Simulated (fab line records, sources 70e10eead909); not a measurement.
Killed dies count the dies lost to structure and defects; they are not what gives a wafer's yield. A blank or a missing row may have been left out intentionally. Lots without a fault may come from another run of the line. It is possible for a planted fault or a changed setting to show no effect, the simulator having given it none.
Chamber matching	flow nand-harc	NHARC_P_CONTACT_CMP_01 on cmp-02: 4 sister chambers
The step polishes SiO2, target thk 200 nm. 16 wafers are shown with their chamber, then 8 later ones without.

WAFERS, EACH WITH ITS CHAMBER
wafer	chamber	motor-current-A (A)
L076.1	1	13.7
L076.2	0	9.9
L076.5	1	13.8
L077.1	0	9.7
L077.5	1	12.8
L077.6	2	11.6
L084.2	2	11.5
L084.4	0	10.7
L084.6	0	10.0
L088.4	1	12.6
L088.5	0	10.1
L088.6	3	12.2
L085.1	2	11.9
L085.2	1	13.2
L085.4	3	12.8
L089.1	3	12.2

SIGNATURES, as means of the wafers listed above
reading	chamber 0	chamber 1	chamber 2	chamber 3	scatter within a chamber
motor-current-A	10.080	13.220	11.667	12.400	0.411
Rule: distance of a wafer from a chamber = root of the sum over the readings of ((wafer's reading minus chamber's mean) / reading's scatter) squared. The wafer belongs to the nearest chamber; if the next one is less than 2 further off, it can't be placed. The scatter is the square root of a quotient: the sum, over the shown wafers, of each reading's squared deviation from its chamber's mean, divided by wafers minus chambers.

WAFERS WITHOUT THEIR CHAMBER
wafer	motor-current-A (A)
L089.2	13.2
L089.5	13.0
L090.1	10.0
L090.2	11.4
L090.4	12.3
L091.2	10.0
L091.3	11.5
L091.6	13.2

EACH ONE'S CHAMBER
wafer	from the rows above	in truth
L089.2	can't be placed: 1 or 3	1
L089.5	can't be placed: 1 or 3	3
L090.1	0	0
L090.2	can't be placed: 2 or 3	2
L090.4	can't be placed: 3 or 2 or 1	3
L091.2	0	0
L091.3	can't be placed: 2 or 3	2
L091.6	can't be placed: 1 or 3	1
2 of 8 placed correctly. These rows do not allow placing 6 (true chamber among the candidates in 6). Wrongly placed: 0.
